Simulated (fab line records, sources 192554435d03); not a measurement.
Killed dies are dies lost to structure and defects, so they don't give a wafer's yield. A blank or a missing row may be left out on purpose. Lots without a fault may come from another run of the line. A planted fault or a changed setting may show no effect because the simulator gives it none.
One fault seen from 2 desks | flow n5_finfet | each desk has only its own numbers; what lay behind them comes last

THE METROLOGY DESK
What the gauges read, lot by lot, whatever tool the lot ran on: means of the sampled wafers that have a number. A lot is out of limits, marked OUT, if its mean lies more than 4 standard deviations from the usual mean; the brackets give that distance.
Columns: A = cd_nm at N5_BEOL_M5_CD_MEAS_11, usual 27.97 nm
lot  | first seen here | A
L581 | day 9 17:07     | 27.93
L584 | day 10 07:25    | 27.75
L585 | day 10 16:25    | 27.82
L588 | day 11 05:26    | 27.86
L589 | day 11 07:53    | 28.14
L596 | day 12 15:42    | 28.12
L595 | day 13 06:56    | 27.95
L598 | day 13 23:14    | 27.87
L602 | day 14 12:56    | 27.96
L604 | day 15 11:10    | 27.93
This desk's finding: nothing out of limits on any of the 10 lots.

THE TOOL OWNER'S DESK: rie_diel-06
The tool's own readings at N5_BEOL_M5_ETCH_72 (etches underlayer in N2/H2, target depth 6.5 nm, time 5.2 s): means of the sampled wafers that have a number, for each lot that ran on this tool. A lot is out of limits, marked OUT, if its mean lies more than 4 standard deviations from the usual mean; the brackets give that distance. Of its 8 readings 7 are shown: the one that was out of limits first, and those that lie furthest out on some lot.
Columns: A = bias_w at N5_BEOL_M5_ETCH_72, usual 150.0 W; B = drypump_motor_current_A at N5_BEOL_M5_ETCH_72, usual 5.9 A; C = etch_rf_on_time_s at N5_BEOL_M5_ETCH_72, usual 5.23 s; D = h2_flow_sccm at N5_BEOL_M5_ETCH_72, usual 200.1 sccm; E = oes_product_au at N5_BEOL_M5_ETCH_72, usual 0.66 a.u.; F = rf_vpp_V at N5_BEOL_M5_ETCH_72, usual 523.3 V; G = throttle_valve_pct at N5_BEOL_M5_ETCH_72, usual 17.93 %
lot  | first seen here | A               | B   | C    | D     | E    | F                | G
L584 | day 10 07:34    | 149.8           | 5.3 | 5.39 | 199.5 | 0.61 | 524.0            | 18.06
L588 | day 11 05:36    | 150.2           | 6.1 | 5.14 | 200.2 | 0.67 | 524.3            | 18.01
L595 | day 13 07:08    | 140.5 (-21) OUT | 5.5 | 5.46 | 199.4 | 0.60 | 502.2 (-8.5) OUT | 18.11
This desk's finding: out of limits on L595; first on L595, day 13 07:08 (bias_w at N5_BEOL_M5_ETCH_72). In limits: L584, L588.

PUT TOGETHER
The tool owner's desk could have raised an alarm at day 13 07:08, on L595.
The metrology desk saw nothing out of limits.
The metrology desk has L595 on record, within its limits.
Of the lots named, all ran N5_BEOL_M5_ETCH_72 on rie_diel-06.

WHAT THE SIMULATOR HAD PUT IN
Process parameter drift: rie_diel-06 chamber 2, from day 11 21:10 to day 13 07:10, at N5_BEOL_M5_ETCH_72. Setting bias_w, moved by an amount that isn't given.
Lots struck among those shown: L595.
Hours from the fault's start to each desk's first reading out of limits: the tool owner's desk, 34.
